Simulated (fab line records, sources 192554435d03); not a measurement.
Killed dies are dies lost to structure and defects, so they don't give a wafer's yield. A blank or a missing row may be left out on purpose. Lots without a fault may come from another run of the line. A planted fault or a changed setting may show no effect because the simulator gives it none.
Chamber matching | flow n5_finfet | N5_FIN_SAQP_PECVD_48 on pecvd-02: 3 sister chambers
The step deposits SiNx from SiH4/NH3/N2, target thk 25 nm, time 22.1 s. 6 wafers are shown with their chamber, then 11 later ones without.

WAFERS WITH THEIR CHAMBER
wafer  | chamber | throttle_valve_pct (%) | showerhead_plenum_p_Torr (Torr)
L084.3 | 0       | 37.3                   | 5.12
L084.5 | 2       | 39.1                   | 5.06
L087.3 | 1       | 40.2                   | 5.20
L087.4 | 0       | 37.3                   | 5.11
L087.6 | 2       | 39.2                   | 5.08
L091.1 | 1       | 40.5                   | 5.19

WAFERS WITHOUT THEIR CHAMBER
wafer  | throttle_valve_pct (%) | showerhead_plenum_p_Torr (Torr)
L091.2 | 38.7                   | 5.08
L091.3 | 39.0                   | 5.08
L092.3 | 38.8                   | 5.07
L092.5 | 37.3                   | 5.12
L092.6 | 40.1                   | 5.19
L094.1 | 37.0                   | 5.11
L094.4 | 39.1                   | 5.07
L094.6 | 40.5                   | 5.20
L095.1 | 39.4                   | 5.07
L095.3 | 37.2                   | 5.10
L095.4 | 40.5                   | 5.19

WHICH CHAMBER EACH WENT THROUGH
wafer  | from the rows above | in truth
L091.2 | 2                   | 2
L091.3 | 2                   | 2
L092.3 | 2                   | 2
L092.5 | 0                   | 0
L092.6 | 1                   | 1
L094.1 | 0                   | 0
L094.4 | 2                   | 2
L094.6 | 1                   | 1
L095.1 | 2                   | 2
L095.3 | 0                   | 0
L095.4 | 1                   | 1
Placed correctly: 11 of 11. Can't be placed from these rows: 0. Placed wrongly: 0.
How it was worked out, from the rows above alone: a wafer's distance from a chamber is the root of the sum, over the readings, of the square of ((its reading less the chamber's mean) divided by the reading's scatter). The wafer belongs to the nearest chamber; if the next one is less than 2 further off, it can't be placed. A chamber's mean is the mean of its shown wafers. The scatter: the root of (the sum of the squares of (reading less its chamber's mean) over the shown wafers, divided by (wafers less chambers)).
